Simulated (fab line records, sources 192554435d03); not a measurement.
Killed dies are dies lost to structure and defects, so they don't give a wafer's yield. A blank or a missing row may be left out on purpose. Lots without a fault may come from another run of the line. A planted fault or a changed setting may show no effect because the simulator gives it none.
fab line records | flow n5_finfet
record lots=5 wafers=14 last_day=18
route steps=1938 shown BEOL_M7@1299 BEOL_M8@1332 BEOL_M15@1830 PASSIVATION@1936
lots that met no fault: from a run of the same line without faults
start_h: hours from the record's first day to the start of the lot's first wafer shown | wait_h: hours since the lot's step before | " the same as in the row above | L1.1+2: a row that stands for several wafers | - no value, or no start given | * or withheld: withheld | < > ~ a bound
route shown NAME@n: a module of which the file shows steps, and the number in the route of the first | usual: mean/standard deviation of fault-free wafers | same: alike in all rows | chamber/n: place in a boat | sites: the reading at each site | _std_site: their standard deviation | _edge_site: outer sites' mean less inner sites' | radius_mm: how far each site lies from the wafer's centre | mask NAME#n: copy n | behind: the tool/chamber that last shaped the wafer | hold: why the lot was held/for how many hours/how that ended | device: the transistor (n, p or np) that didn't switch | end of line: the same wafers' tests at the end of the route | a step without rows: its recipe alone | killed: dies lost to structure and defects at the first sort, not the wafer's yield | map: a wafer's dies, x killed, . not, _ none there
set.NAME: the setting as run; set.NAME@STEP: as run at that earlier step | model.NAME: the simulator's own value behind a step, which no gauge read
lots at some steps of the route; a table a step, a row a wafer
services: from which hour (start_h, from the record's first day; less than 0 if before it) a tool's chamber was out of use, for how many hours, and why
## steps
# step N5_BEOL_M7_DESCUM_33
# recipe chemistry=O2 time_s=7 source_power_w=50 bias_power_w=20 pressure_mtorr=20 rf_frequency_hz=2.712e+07 temp_c=40 resist=CAR-EUV o2_flow_sccm=225
# step N5_BEOL_M7_ETCH_72
# recipe chemistry=N2/H2 target=underlayer target_depth_a=65 mask_material=CAR-EUV time_s=5.2 ion_energy_ev=200 pressure_mtorr=30 source_w=840 bias_w=150 n2_flow_sccm=200 h2_flow_sccm=200 ends=cleared
# step N5_BEOL_M7_ETCH_65
# recipe chemistry=CF4 target=SiARC target_depth_a=156 mask_material=CAR-EUV time_s=26 ion_energy_ev=80 pressure_mtorr=40 source_w=545 bias_w=36 Ar_flow_sccm=100 cf4_flow_sccm=100 ends=cleared
# step N5_BEOL_M7_ETCH_66
# recipe chemistry=N2/H2 target=SOC target_depth_a=800 overetch_a=160 mask_material=SiARC temp_c=40 time_s=120 ion_energy_ev=200 pressure_mtorr=30 source_w=840 bias_w=150 n2_flow_sccm=200 h2_flow_sccm=200
# step N5_BEOL_M7_STRIP_69
# recipe chemistry=N2/H2 temp_c=40 n2_flow_sccm=200 h2_flow_sccm=200 rf_frequency_hz=6e+07
# step N5_BEOL_M7_STRIP_73
# recipe chemistry=N2/H2 temp_c=40 n2_flow_sccm=200 h2_flow_sccm=200 rf_frequency_hz=6e+07
# step N5_BEOL_M7_VIA_ETCH_34
# recipe chemistry=C4F6/O2 target=SiCOH_lowk target_depth_a=1255 mask_material=SOC taper_deg=4 time_s=50.5 ion_energy_ev=250 pressure_mtorr=30 source_w=345 bias_w=185 Ar_flow_sccm=300 C4F6_flow_sccm=10 O2_flow_sccm=10
# step N5_BEOL_M7_STRIP_76
# recipe chemistry=C4F6/O2 resist=SiARC rf_frequency_hz=6e+07
# step N5_BEOL_M7_STRIP_36
# recipe chemistry=N2/H2 power_w=450 temp_c=40 pressure_mtorr=20 rf_frequency_hz=6e+07 overash_fraction=0.3 bias_power_w=7 h2_frac=0.5 n2_flow_sccm=200 h2_flow_sccm=200
# step N5_BEOL_M7_TRENCH_ETCH_37
# recipe chemistry=C4F6/O2 target_depth_a=934.78 target=SiCOH_lowk time_s=31.2 ion_energy_ev=250 pressure_mtorr=30 source_w=345 bias_w=185 Ar_flow_sccm=300 C4F6_flow_sccm=10 O2_flow_sccm=10
# usual drypump_motor_current_A=5.8/0.44 oes_product_au=0.77/0.09 rf_vpp_V=669/16 showerhead_plenum_p_Torr=2.86/0.1 throttle_valve_pct=20.87/0.29
# columns lot.wafer tool chamber start_h wait_h drypump_motor_current_A oes_product_au rf_hours_counter_h rf_vpp_V showerhead_plenum_p_Torr throttle_valve_pct model.BEOL_M7.feature_depth_nm model.etch.depth_nm
L172.1 rie_diel-02 0 203.70 - 5.8 0.69 192 679 2.91 20.72 89.4 89.3
L172.2 " 2 " " 5.1 0.78 90 649 2.88 21.01 90.2 90.17
L172.4 " 1 " " 5.7 0.87 34 693 3.02 20.48 91.2 91.22
L181.2 rie_diel-02 3 248.17 - 6.2 0.61 237 659 2.72 21.23 75.4 75.5
L181.6 " 2 " " 5.1 0.78 - 649 2.88 21.03 90 90.01
L182.2 rie_diel-02 1 255.15 - 5.8 0.75 51 693 3.01 20.48 74.6 74.67
L182.3 " 2 " " 5.1 0.77 100 649 2.88 21.04 90.6 90.64
L182.6 " 2 " " 5.1 0.77 - 649 2.88 21.04 90.6 90.68
L187.2 rie_diel-02 1 284.53 - 5.8 0.74 61 693 3.01 20.50 74 74.04
L187.3 " 2 " " 5.1 0.75 110 648 2.87 21.07 89.6 89.64
L187.6 " 2 " " 5.1 0.76 - 649 2.87 21.07 89.6 89.62
L194.1 rie_diel-01 0 339.16 - 5.7 0.81 85 672 2.89 20.50 91.8 91.87
L194.3 " 1 " " 5.5 0.69 242 655 2.91 21.15 92.8 92.85
L194.5 " 2 " " 5.5 0.98 - 701 3.03 20.51 94.2 94.19
# step N5_BEOL_M7_ETCH_41
# recipe chemistry=CH3F/O2 target=SiCN target_depth_a=319 taper_deg=2 time_s=57.8 ion_energy_ev=120 mask_material=TiN pressure_mtorr=30 source_w=395 bias_w=75 Ar_flow_sccm=150 CH3F_flow_sccm=30 O2_flow_sccm=20
# step N5_BEOL_M7_STRIP_80
# recipe chemistry=N2/H2 time_s=10 power_w=450 temp_c=40 pressure_mtorr=20 rf_frequency_hz=6e+07 bias_power_w=7 n2_flow_sccm=200 h2_flow_sccm=200
# step N5_BEOL_M7_OCD_MEAS_38
# usual trench_depth_nm=91.0/1.8
# columns lot.wafer tool chamber start_h wait_h trench_depth_nm
L172.1 ocd-01 - 203.86 - 89.3
L172.2 " - " " 90.2
L172.4 " - " " 90.7
L181.2 ocd-01 - 248.33 - 75.2
L181.6 " - " " 89.9
L182.2 ocd-02 - 255.31 - 74.3
L182.3 " - " " 90.3
L182.6 " - " " 90.7
L187.2 ocd-01 - 284.69 - 74.1
L187.3 " - " " 89.6
L187.6 " - " " 89.8
L194.1 ocd-02 - 339.32 - 91.2
L194.3 " - " " 93.1
L194.5 " - " " 94.4
# step N5_BEOL_M7_HM_STRIP_39
# recipe chemistry=peroxide_tin_strip material=TiN target_depth_a=250 temp_c=50 time_s=158
# step N5_BEOL_M7_SRD_40
# recipe time_s=30 temp_c=23 rinse_liquid=diw dry=ipa_marangoni
# step N5_BEOL_M7_PRECLEAN_42
# recipe chemistry=residue_remover time_s=60 temp_c=40
# step N5_BEOL_M7_SRD_43
# recipe time_s=30 temp_c=23 rinse_liquid=diw dry=ipa_marangoni
# step N5_BEOL_M7_CURE_75
# recipe temp_c=370 time_s=120 ambient=DMADMS/He material=SiCOH_lowk
# step N5_BEOL_M7_DEGAS_44
# recipe ambient=vacuum temp_c=250 time_s=60
# step N5_BEOL_M7_PRE_CLEAN_45
# recipe gas=H2/He time_s=30 temp_c=250
# step N5_BEOL_M7_ALD_77
# recipe material=TaN target_thk_a=20 temp_c=275 ald_precursor_family=PDMAT ald_co_reactant=NH3 pressure_torr=3 carrier_flow_sccm=1500 pulse_time_s=2 purge_time_s=3 co_reactant_purge_time_s=2 co_reactant_pulse_time_s=3 ald_cycles=40 precursor_vessel_temp_c=75 precursor_vessel_pressure_torr=26.25 precursor_vessel_carrier_sccm=1000
# step N5_BEOL_M7_SURFACE_TREAT_79
# recipe gas=Ar time_s=* ion_energy_ev=* ion_current_ma_cm2=0.5 pressure_mtorr=* ar_flow_sccm=30
# step N5_BEOL_M7_CVD_78
# recipe material=Co target_thk_a=20 temp_c=withheld precursor=CCTBA/H2 pressure_torr=30 time_s=142.3
# step N5_BEOL_M7_SPUTTER_48
# recipe material=Cu target_thk_a=100 temp_c=-20 bias_v=60 power_w=26000 chamber_pressure_pa=0.13 time_s=1.667
# step N5_BEOL_M7_ECD_50
# recipe material=Cu target_thk_a=3000
# step N5_BEOL_M7_ANNEAL_51
# recipe temp_c=225 time_s=90 ambient=N2
# step N5_BEOL_M7_CMP_52
# recipe stop_on=SiCOH_lowk t_overpolish_s=6.9 down_force_psi=1 platen_rpm=50 clearing_platen_down_force_psi=1.5 clearing_platen_rpm=50 post_cmp_clean=cu_alkaline target_thk_nm=80 clearing_platen_pad_velocity_m_s=0.99484 pad_velocity_m_s=0.99484
# usual barrier_field_endpoint_s=28.7/0.97 clearing_platen_rpm=49.996/0.029 edge_zone_pressure_frac=1.001/0.0054 head_pressure_psi=1.0001/0.0024 motor_current_A=5.8/0.63 overpolish_run_s=6.900/0.0093 time_to_endpoint_s=62/4.2
# columns lot.wafer tool chamber start_h wait_h barrier_field_endpoint_s clearing_platen_rpm edge_zone_pressure_frac head_pressure_psi motor_current_A overpolish_run_s time_to_endpoint_s model.Cu_of_BEOL_M7_ECD_50.thk_nm
L172.4 cmp-01 0 206.16 0.2 28.6 50.006 0.995 0.9984 4.6 6.905 58 77.2
L172.2 " 1 " " 29.8 50.002 0.994 0.9999 6.9 6.891 66 77.2
L172.1 " 2 " " 28.4 50.000 1.004 0.9966 6.3 6.884 62 77.2
L181.2 cmp-01 3 250.40 0.3 28.9 49.940 1.001 0.9989 5.0 6.893 57 59.2
L181.6 " 3 " " 29.2 49.934 0.997 0.9970 5.2 6.889 56 74.6
L182.3 cmp-01 3 257.81 0.2 28.2 50.022 0.998 0.9996 5.3 6.883 58 74.6
L182.2 " 0 " " 27.6 50.006 1.006 0.9982 4.5 6.909 58 58
L182.6 " 2 " " 28.8 49.978 1.007 0.9983 6.1 6.883 62 75
L187.2 cmp-03 2 287.42 0.3 29.6 50.036 1.004 0.9949 5.5 6.886 68 61.8
L187.3 " 0 " " 27.6 49.979 1.007 1.0023 6.7 6.926 55 74.2
L187.6 " 2 " " 30.4 50.034 0.994 1.0018 5.9 6.908 68 77.2
L194.1 cmp-04 1 341.70 0.3 30.6 50.008 1.001 1.0022 5.4 6.894 70 79.8
L194.3 " 2 " " 29.3 49.995 1.005 0.9990 5.4 6.903 66 80.8
L194.5 " 3 " " 29.0 50.009 1.005 1.0019 6.2 6.901 64 80.6
# step N5_BEOL_M7_THK_MEAS_53
# recipe thk_meas_gauge=xrf reads=Cu_of_BEOL_M7_ECD_50
# usual M7_THK=77.1/2.2
# columns lot.wafer tool chamber start_h wait_h M7_THK[nm]
L172.1 film_metro-01 - 206.42 - 76.9
L172.2 " - " " 77.3
L172.4 " - " " 77.4
L181.2 film_metro-01 - 250.65 - 59.4
L181.6 " - " " 74.9
L182.2 film_metro-01 - 258.07 - 58.4
L182.3 " - " " 75.1
L182.6 " - " " 75.4
L187.2 film_metro-01 - 287.68 - 61.6
L187.3 " - " " 74.2
L187.6 " - " " 76.7
L194.1 film_metro-01 - 341.92 - 80.8
L194.3 " - " " 81.7
L194.5 " - " " 81.6
# step N5_BEOL_M7_PRE_CLEAN_55
# recipe gas=NH3 time_s=15 temp_c=withheld rf_power_w=300
# step N5_BEOL_M7_DEP_56
# recipe material=SiCN target_thk_a=100 temp_c=withheld precursor=3MS/NH3 pressure_torr=3 rf_w=202 time_s=17.5
# step N5_BEOL_M7_RS_MEAS_57
# recipe thk_meas_gauge=four-point-probe reads=Cu_of_BEOL_M7_ECD_50+Co_of_BEOL_M7_CVD_78+TaN_of_BEOL_M7_ALD_77
# usual M7_RS=0.299/0.01
# columns lot.wafer tool chamber start_h wait_h M7_RS[ohm/sq]
L172.1 film_metro-01 - 206.55 0.1 0.299
L172.2 " - " " 0.299
L172.4 " - " " 0.298
L181.2 film_metro-01 - 250.79 0.1 0.411
L181.6 " - " " 0.311
L182.2 film_metro-01 - 258.20 0.1 0.422
L182.3 " - " " 0.311
L182.6 " - " " 0.310
L187.2 film_metro-01 - 287.81 0.1 0.390
L187.3 " - " " 0.313
L187.6 " - " " 0.299
L194.1 film_metro-02 - 342.05 0.1 0.286
L194.3 " - " " 0.283
L194.5 " - " " 0.283
# step N5_BEOL_M8_ILD_DEP_00
# recipe material=SiCOH_lowk target_thk_a=1797.5 temp_c=300 precursor=DEMS/porogen pressure_torr=5 rf_w=500 time_s=33.4
# step N5_BEOL_M8_CURE_74
# recipe temp_c=385 time_s=240 ambient=He/Ar material=SiCOH_lowk
# step N5_BEOL_M8_PECVD_70
# recipe material=SiO2 target_thk_a=200 temp_c=400 precursor=TEOS/O2 pressure_torr=5.5 rf_w=450 teos_flow_sccm=53.8 gas=O2 flow_sccm=3000 time_s=22.7
# step N5_BEOL_M8_HM_DEP_02
# recipe material=TiN target_thk_a=200 temp_c=25 chamber_pressure_pa=0.49996
# step N5_BEOL_M8_COAT_59
# recipe resist=SOC temp_c=250 time_s=60 spin_rpm=1500 resist_thk_nm=100
# step N5_BEOL_M15_RC_MEAS_101
# usual COMB_M10=1.5e-11/3e-12 COMB_M11=1.5e-11/3.1e-12 COMB_M12=6.6e-12/1.4e-12 COMB_M13=4.9e-12/1.1e-12 COMB_M14=3.7e-12/7.7e-13 COMB_M15=2.7e-12/7.3e-13 COMB_M5=3.8e-11/7.3e-12 COMB_M6=2.6e-11/5.6e-12 COMB_M8=2.6e-11/5.4e-12 COMB_M9=1.46e-11/2.6e-12 SERP_M10=3.07/0.13 SERP_M11=3.18/0.11 SERP_M12=0.637/0.017 SERP_M13=0.313/0.0071 SERP_M14=0.157/0.0067 SERP_M14_max_site=0.159/0.0067 SERP_M5=40.2/1.9 SERP_M6=13.9/0.73 SERP_M7=14.2/0.66 SERP_M7_max_site=14.8/0.69 SERP_M8=13.8/0.74 SERP_M9=3.18/0.1
# columns lot.wafer tool chamber start_h wait_h COMB_M10[S/m] COMB_M11[S/m] COMB_M12[S/m] COMB_M13[S/m] COMB_M14[S/m] COMB_M15[S/m] COMB_M5[S/m] COMB_M6[S/m] COMB_M8[S/m] COMB_M9[S/m] SERP_M10[ohm/um] SERP_M11[ohm/um] SERP_M12[ohm/um] SERP_M13[ohm/um] SERP_M14[ohm/um] SERP_M14_max_site[ohm/um] SERP_M5[ohm/um] SERP_M6[ohm/um] SERP_M7[ohm/um] SERP_M7_max_site[ohm/um] SERP_M8[ohm/um] SERP_M9[ohm/um]
L172.1 prober-02 0 263.27 0.0 1.42e-11 1.4e-11 6.1e-12 6.5e-12 4.1e-12 3.5e-12 4.3e-11 2.3e-11 2.4e-11 1.11e-11 3.10 3.20 0.636 0.308 0.158 0.159 43.2 13.6 13.9 14.6 14.8 3.31
L172.2 " 0 " " 1.2e-11 1.7e-11 8.8e-12 4.6e-12 4.8e-12 4.4e-12 3.7e-11 2.7e-11 2.3e-11 1.51e-11 2.86 3.12 0.672 0.309 0.144 0.145 39.3 13.8 14.6 14.9 14.2 3.17
L172.4 " 0 " " 1.4e-11 1.4e-11 7.1e-12 5.3e-12 3.1e-12 2.7e-12 4.3e-11 2.7e-11 3.3e-11 1.3e-11 2.87 3.14 0.622 0.315 0.157 0.159 40.2 14.0 13.9 14.5 12.7 3.08
L181.2 prober-02 0 306.37 0.2 1.75e-11 1.5e-11 5.9e-12 4.5e-12 3.9e-12 3.3e-12 4.5e-11 2.2e-11 1.8e-11 1.23e-11 3.30 3.00 0.639 0.336 0.146 0.148 42.3 13.6 19.7 20.6 15.1 3.13
L181.6 " 0 " " 1.21e-11 1.4e-11 6.4e-12 6.8e-12 4.1e-12 3.3e-12 4.3e-11 3e-11 2.3e-11 1.43e-11 3.23 3.02 0.675 0.297 0.163 0.166 42.3 13.8 14.7 15.1 15.0 3.21
L182.2 prober-01 0 313.84 0.2 1.06e-11 1.5e-11 6e-12 4.1e-12 3.5e-12 2.1e-12 3.2e-11 2.4e-11 3.4e-11 1.87e-11 2.99 3.18 0.626 0.301 0.157 0.159 40.4 14.5 20.5 21.9 13.6 3.20
L182.3 " 0 " " 1.39e-11 2e-11 8.5e-12 3e-12 2e-12 2.6e-12 4e-11 3.4e-11 2.2e-11 1.75e-11 3.19 3.21 0.674 0.314 0.149 0.150 42.0 14.1 15.0 15.5 13.2 3.10
L182.6 " 0 " " 1.3e-11 1.5e-11 6.1e-12 4e-12 2.8e-12 3.6e-12 3.9e-11 2.4e-11 2.1e-11 1.65e-11 3.29 3.26 0.633 0.308 0.149 0.150 39.5 13.7 14.4 15.0 12.9 3.20
L187.2 prober-02 0 356.73 0.3 1.48e-11 2.2e-11 6.7e-12 4.7e-12 4.6e-12 2.7e-12 3.1e-11 2.8e-11 2.7e-11 1.1e-11 3.14 3.34 0.626 0.320 0.162 0.164 41.1 15.5 18.7 19.1 14.1 3.20
L187.3 " 0 " " 1.78e-11 1.6e-11 8.6e-12 4.4e-12 4e-12 3.3e-12 4.5e-11 1.9e-11 3.4e-11 1.65e-11 3.04 3.23 0.628 0.305 0.158 0.161 45.5 14.0 16.0 16.6 15.1 3.05
L187.6 " 0 " " 1.27e-11 1.8e-11 9.7e-12 3.7e-12 4.6e-12 2.7e-12 4.7e-11 2.2e-11 2.7e-11 1.75e-11 2.92 3.11 0.650 0.302 0.164 0.167 38.2 13.7 15.3 15.7 14.2 3.11
L194.1 prober-02 0 414.97 0.0 1.26e-11 1.3e-11 8e-12 7.4e-12 4.3e-12 2.4e-12 3.3e-11 3.6e-11 3.8e-11 1.2e-11 3.08 3.17 0.631 0.316 0.160 0.163 41.2 14.2 13.7 14.3 14.1 2.99
L194.3 " 0 " " 1.41e-11 1e-11 8.2e-12 4.2e-12 3.6e-12 3e-12 3e-11 2.9e-11 2.5e-11 1.3e-11 3.13 3.31 0.611 0.317 0.168 0.169 42.2 14.0 13.9 14.3 13.1 3.16
L194.5 " 0 " " 1.34e-11 1.5e-11 8e-12 4.4e-12 4.9e-12 3.3e-12 2.7e-11 2.7e-11 2.1e-11 1.39e-11 3.13 3.13 0.641 0.316 0.164 0.167 38.9 13.8 14.1 14.7 13.0 3.18
# sites SERP_M7 radius_mm=0,75,75,75,75,140,140,140,140
L172.1 13.3 13.8 13.7 13.9 13.9 14.5 14.6 14.3 14.6
L181.2 18.9 19.9 19.7 19.4 19.0 19.7 20.6 19.9 19.2
L182.2 21.9 21.0 20.9 20.5 21.5 19.1 19.6 19.9 20.1
L187.2 19.1 19.0 18.7 18.7 18.9 17.9 18.3 18.0 18.6
L194.1 14.3 13.7 14.1 14.0 13.7 13.4 13.5 13.3 13.6
# step N5_PASSIVATION_PROBE_49
# usual defect_limited_yield=91.7/1.4 killed_at_M0_to_M3=32/9.7 killed_at_M4_up=14/5.5 killed_at_contacts=13/6.1 killed_at_front_end=35/10 killed_at_other=4.2/2.9 killed_dies=98/17 killed_open=63/12 killed_short=32/7.7 sort_bin_5_function=4.8/0.9 sort_bin_6_memory=3.1/0.63 sort_bin_8_speed=1/3.3 sort_n_pass=1073/41
# same gross_dies=1180 killed_at_back_side=0 sort_bin_4_leakage[%]=0
# columns lot.wafer tool chamber start_h wait_h defect_limited_yield[%] killed_at_M0_to_M3 killed_at_M4_up killed_at_contacts killed_at_front_end killed_at_other killed_dies killed_open killed_short sort_bin_5_function[%] sort_bin_6_memory[%] sort_bin_8_speed[%] sort_n_pass
L172.1 prober-02 - 279.08 0.0 90.6 31 11 18 46 5 111 72 36 4.7 4.4 0 1069
L172.2 prober-02 - 279.13 0.1 91.4 32 7 23 36 3 101 67 32 5.3 3.1 0 1079
L172.4 prober-02 - 279.23 0.2 91.1 28 10 12 54 1 105 69 26 4.9 3.1 0 1075
L181.2 prober-02 - 319.76 0.1 91.3 38 9 5 50 1 103 66 25 4.7 3.1 11 948
L181.6 prober-02 - 319.96 0.3 88.8 40 19 19 49 5 132 82 46 6.8 3.8 0 1048
L182.2 prober-02 - 331.91 0.1 93.3 22 16 18 16 7 79 49 27 3.2 3.1 1 1087
L182.3 prober-02 - 331.96 0.1 90.3 56 14 9 33 2 114 85 28 5.8 3.7 0 1066
L182.6 prober-02 - 332.11 0.3 92.6 32 8 17 24 6 87 61 24 4.6 2.6 0 1093
L187.2 prober-02 - 372.03 0.1 93.8 15 18 10 29 1 73 44 25 3.6 2.4 0 1107
L187.3 prober-02 - 372.08 0.2 92.7 23 14 8 36 5 86 45 35 3.9 2.7 0 1094
L187.6 prober-02 - 372.23 0.3 89.9 47 21 12 39 0 119 72 36 5.6 3.5 0 1061
L194.1 prober-02 - 427.44 0.0 93.1 20 10 5 42 5 82 52 25 4.2 2.5 0 1098
L194.3 prober-02 - 427.54 0.1 90.8 29 23 2 47 8 109 58 39 4.2 3.7 0 1071
L194.5 prober-02 - 427.64 0.2 90.8 26 15 9 56 3 109 68 35 4.9 3.8 0 1071
# killed by level:class
L172.1 MOL_CONTACT_COAG:geometric_particle:open=15 STI_FIN_REVEAL:geometric_particle:open=14 BEOL_M0_SAQP:geometric_particle:short=11 BEOL_M3:geometric_particle:open=11 GATE_CUT:geometric_particle:short=7 GATE_CUT:geometric_particle:open=5 BEOL_M4:geometric_particle:open=5 DUMMY_GATE:geometric_particle:open=4
L172.2 MOL_CONTACT_COAG:geometric_particle:open=18 BEOL_M0_SAQP:geometric_particle:open=10 STI_FIN_REVEAL:geometric_particle:open=9 FIN_SAQP:geometric_particle:short=8 BEOL_M0_SAQP:geometric_particle:short=8 BEOL_M3:geometric_particle:open=7 FIN_SAQP:geometric_particle:open=6 MOL_CONTACT_COAG:geometric_particle:short=5
L172.4 STI_FIN_REVEAL:geometric_particle:open=12 MOL_CONTACT_COAG:geometric_particle:open=12 FIN_SAQP:geometric_particle:open=11 HKMG_FIN:area_etch=8 BEOL_M0_SAQP:geometric_particle:open=7 BEOL_M0_SAQP:geometric_particle:short=7 BEOL_M3:geometric_particle:open=7 FIN_SAQP:geometric_particle:short=5
L181.2 STI_FIN_REVEAL:geometric_particle:open=20 BEOL_M1:geometric_particle:open=8 BEOL_M3:geometric_particle:open=8 HKMG_FIN:area_etch=8 DUMMY_GATE:geometric_particle:open=5 BEOL_M0_SAQP:geometric_particle:short=5 BEOL_M0:geometric_particle:open=5 BEOL_M2:geometric_particle:open=4
L181.6 MOL_CONTACT_COAG:geometric_particle:open=16 BEOL_M2:geometric_particle:open=12 FIN_SAQP:geometric_particle:open=11 BEOL_M0_SAQP:geometric_particle:short=8 STARTING-WAFER:geometric_particle:short=8 BEOL_M3:geometric_particle:open=7 STI_FIN_REVEAL:geometric_particle:short=5 STI_FIN_REVEAL:geometric_particle:open=5
L182.2 MOL_CONTACT_COAG:geometric_particle:open=12 MOL_CONTACT_COAG:geometric_particle:short=6 BEOL_M2:geometric_particle:open=6 BEOL_M3:geometric_particle:open=5 BEOL_M6:geometric_particle:open=5 MIM_TOP_ETCH:geometric_particle:short=5 FIN_SAQP:geometric_particle:open=3 BEOL_M0_SAQP:geometric_particle:open=3
L182.3 BEOL_M1:geometric_particle:open=11 BEOL_M2:geometric_particle:open=11 STI_FIN_REVEAL:geometric_particle:open=10 BEOL_M0_SAQP:geometric_particle:open=10 BEOL_M0_SAQP:geometric_particle:short=9 BEOL_M3:geometric_particle:open=9 MOL_CONTACT_COAG:geometric_particle:open=7 FIN_SAQP:geometric_particle:open=6
L182.6 MOL_CONTACT_COAG:geometric_particle:open=14 BEOL_M2:geometric_particle:open=13 BEOL_M3:geometric_particle:open=8 STI_FIN_REVEAL:geometric_particle:open=5 FIN_SAQP:geometric_particle:open=4 BEOL_M0_SAQP:geometric_particle:short=4 STARTING-WAFER:geometric_particle:short=4 MOL_CONTACT_COAG:geometric_particle:short=3
L187.2 BEOL_M4:geometric_particle:open=12 MOL_CONTACT_COAG:geometric_particle:open=7 FIN_SAQP:geometric_particle:short=6 FIN_SAQP:geometric_particle:open=5 GATE_CUT:geometric_particle:short=5 BEOL_M0_SAQP:geometric_particle:short=4 BEOL_M3:geometric_particle:open=4 GATE_CUT:geometric_particle:open=3
L187.3 MOL_CONTACT_COAG:geometric_particle:open=7 BEOL_M0_SAQP:geometric_particle:short=7 BEOL_M0_SAQP:geometric_particle:open=6 BEOL_M4:geometric_particle:open=6 STARTING-WAFER:geometric_particle:short=5 HKMG_FIN:area_etch=5 FIN_SAQP:geometric_particle:open=4 DUMMY_GATE:geometric_particle:open=4
L187.6 BEOL_M3:geometric_particle:open=10 MOL_CONTACT_COAG:geometric_particle:open=9 BEOL_M0_SAQP:geometric_particle:short=9 HKMG_FIN:area_etch=9 BEOL_M0_SAQP:geometric_particle:open=8 BEOL_M2:geometric_particle:open=8 FIN_SAQP:geometric_particle:short=5 BEOL_M5:geometric_particle:open=5
L194.1 FIN_SAQP:geometric_particle:open=15 FIN_SAQP:geometric_particle:short=12 BEOL_M3:geometric_particle:open=6 MOL_CONTACT_COAG:geometric_particle:open=4 BEOL_M0_SAQP:geometric_particle:open=4 BEOL_M1:geometric_particle:open=4 DUMMY_GATE:geometric_particle:open=3 GATE_CUT:geometric_particle:short=3
L194.3 STI_FIN_REVEAL:geometric_particle:open=10 FIN_SAQP:geometric_particle:open=9 FIN_SAQP:geometric_particle:short=8 HKMG_FIN:area_etch=8 BEOL_M0_SAQP:geometric_particle:short=7 DUMMY_GATE:geometric_particle:open=6 BEOL_M5:geometric_particle:open=6 BEOL_M0_SAQP:geometric_particle:open=5
L194.5 FIN_SAQP:geometric_particle:short=17 FIN_SAQP:geometric_particle:open=16 BEOL_M3:geometric_particle:open=10 BEOL_M4:geometric_particle:open=9 MOL_CONTACT_COAG:geometric_particle:open=6 DUMMY_GATE:geometric_particle:open=5 BEOL_M0_SAQP:geometric_particle:short=5 BEOL_M0_SAQP:geometric_particle:open=5
## services
# columns tool chamber start_h hours kind
cmp-04 - 187.07 4.0 pm
cmp-04 - 191.07 - consumable_replace:conditioner
cmp-04 - 191.07 - consumable_replace:pad
cmp-03 - 197.97 1.2 repair
rie_diel-01 3 198.80 7.3 repair
rie_diel-01 3 211.77 18.5 repair
cmp-01 - 213.75 1.4 repair
cmp-03 - 221.06 12.2 pm
cmp-01 - 237.81 2.7 repair
cmp-04 - 238.15 41.2 repair
cmp-03 - 243.64 0.5 repair
rie_diel-01 3 268.96 - clean
rie_diel-01 3 268.96 - consumable_replace:focus_ring
cmp-01 - 270.15 5.2 pm
rie_diel-02 3 289.51 - clean
rie_diel-02 3 289.51 - consumable_replace:focus_ring
rie_diel-02 3 289.51 - consumable_replace:showerhead
rie_diel-02 3 289.51 19.7 scheduled_down
rie_diel-02 3 289.51 19.7 vent_cycle
cmp-01 - 302.36 1.8 repair
cmp-04 - 313.06 9.1 repair
cmp-01 - 324.92 4.0 pm
cmp-01 - 328.92 - consumable_replace:conditioner
cmp-01 - 328.92 - consumable_replace:pad
## key
first_sign step=N5_BEOL_M7_OCD_MEAS_38 reading=trench_depth_nm direction=down sigmas=9.3 usual=91.0 struck=74.6
effect step=N5_BEOL_M7_THK_MEAS_53 reading=M7_THK direction=down sigmas=7.7 usual=77.1 struck=59.8
effect step=N5_BEOL_M7_RS_MEAS_57 reading=M7_RS direction=up sigmas=11 usual=0.299 struck=0.408
effect step=N5_BEOL_M15_RC_MEAS_101 reading=SERP_M7 direction=up sigmas=8.1 usual=14.2 struck=19.6
model_effect step=N5_BEOL_M7_TRENCH_ETCH_37 value=BEOL_M7.feature_depth_nm without=91.47 struck=74.67
model_effect step=N5_BEOL_M7_CMP_52 value=Cu_of_BEOL_M7_ECD_50.thk_nm without=76.33 struck=59.67
met_at N5_BEOL_M7_TRENCH_ETCH_37
struck_wafers L181.2,L182.2,L187.2
onset_between 203.70 248.17
fault kind=process_parameter_drift tool=rie_diel-02 chamber=- onset_h=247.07 steps=N5_BEOL_M7_TRENCH_ETCH_37 channel=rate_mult offset=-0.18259 shape=step end_h=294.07 scope=struck_wafers_only
